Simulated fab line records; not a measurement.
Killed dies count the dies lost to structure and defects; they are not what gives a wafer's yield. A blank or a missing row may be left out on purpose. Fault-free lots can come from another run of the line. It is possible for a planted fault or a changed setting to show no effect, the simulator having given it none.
Matching of chambers + flow n5Finfet + N5_BEOL_M4_PECVD_72 on pecvd-01 has 3 sister chambers
The step deposits SiO2 from TEOS/O2, target thk 16 nm, time 18 s. 3 wafers are shown with their chamber, then 7 later ones without.

== WAFERS PAIRED WITH THEIR CHAMBERS ==
| wafer  | chamber | showerheadPlenumPTorr (Torr) |
|--------|---------|------------------------------|
| L084.2 | 1       | 8.84                         |
| L087.1 | 2       | 8.75                         |
| L087.2 | 0       | 8.81                         |

== WAFERS WHOSE CHAMBER IS MISSING ==
| wafer  | showerheadPlenumPTorr (Torr) |
|--------|------------------------------|
| L087.4 | 8.84                         |
| L091.2 | 8.81                         |
| L091.4 | 8.85                         |
| L091.6 | 8.75                         |
| L093.2 | 8.84                         |
| L093.3 | 8.78                         |
| L093.5 | 8.82                         |

== THE CHAMBER EACH PASSED THROUGH ==
| wafer  | from the rows above     | in truth |
|--------|-------------------------|----------|
| L087.4 | 1                       | 1        |
| L091.2 | 0                       | 0        |
| L091.4 | 1                       | 1        |
| L091.6 | 2                       | 2        |
| L093.2 | 1                       | 1        |
| L093.3 | can't be placed: 2 or 0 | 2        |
| L093.5 | can't be placed: 0 or 1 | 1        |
Placed correctly: 5 of 7. Not placeable from these rows: 2 (in 2, the candidates include the true chamber). Placed wrongly: 0.
How it was worked out, from the rows above alone: a wafer's distance from a chamber is the root of the sum, over the readings, of the square of ((its reading less the chamber's mean) divided by the reading's scatter). If the next closest chamber is less than 2 further off than the closest, the wafer can't be placed; otherwise it belongs to the closest. Each chamber's mean is taken over the wafers shown for it. The scatter: with one shown wafer a chamber, the root of the mean of the squares of how far each hidden wafer lies from its nearest shown one.
